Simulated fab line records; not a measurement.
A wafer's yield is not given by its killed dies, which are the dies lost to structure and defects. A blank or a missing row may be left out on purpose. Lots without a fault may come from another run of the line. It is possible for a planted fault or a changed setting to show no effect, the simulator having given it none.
Matching of chambers / flow n5 finfet / N5_BEOL_M2_CO_CAP_55 on cvd co-02 has 3 sister chambers
The step material Co, precursor CCTBA/H2, target thk 2 nm, time 102.1 s. 3 wafers are shown with their chamber, then 10 later ones without.

WAFERS, EACH WITH ITS CHAMBER
wafer=L089.1; chamber=1; heater power w (W)=232
wafer=L090.1; chamber=0; heater power w (W)=266
wafer=L090.3; chamber=2; heater power w (W)=229

WAFERS MISSING THEIR CHAMBER
wafer=L090.5; heater power w (W)=271
wafer=L092.1; heater power w (W)=269
wafer=L092.2; heater power w (W)=231
wafer=L092.4; heater power w (W)=224
wafer=L095.2; heater power w (W)=233
wafer=L095.5; heater power w (W)=229
wafer=L095.6; heater power w (W)=268
wafer=L096.4; heater power w (W)=237
wafer=L096.5; heater power w (W)=227
wafer=L096.6; heater power w (W)=271

WHICH CHAMBER EACH WENT THROUGH
wafer=L090.5; from the rows above=0; in truth=0
wafer=L092.1; from the rows above=0; in truth=0
wafer=L092.2; from the rows above=can't be placed: 1 or 2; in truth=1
wafer=L092.4; from the rows above=can't be placed: 2 or 1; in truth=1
wafer=L095.2; from the rows above=can't be placed: 1 or 2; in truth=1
wafer=L095.5; from the rows above=can't be placed: 2 or 1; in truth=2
wafer=L095.6; from the rows above=0; in truth=0
wafer=L096.4; from the rows above=can't be placed: 1 or 2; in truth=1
wafer=L096.5; from the rows above=can't be placed: 2 or 1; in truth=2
wafer=L096.6; from the rows above=0; in truth=0
4 of 10 placed correctly. Unplaceable from these rows: 6, with the true chamber sitting among the candidates in 6. 0 placed wrongly.
How it was worked out, from the rows above alone: a wafer's distance from a chamber is the root of the sum, over the readings, of the square of ((its reading less the chamber's mean) divided by the reading's scatter). The wafer belongs to the nearest chamber; if the next one is less than 2 further off, it can't be placed. A chamber's mean is the mean of its shown wafers. The scatter: with one shown wafer a chamber, the root of the mean of the squares of how far each hidden wafer lies from its nearest shown one.
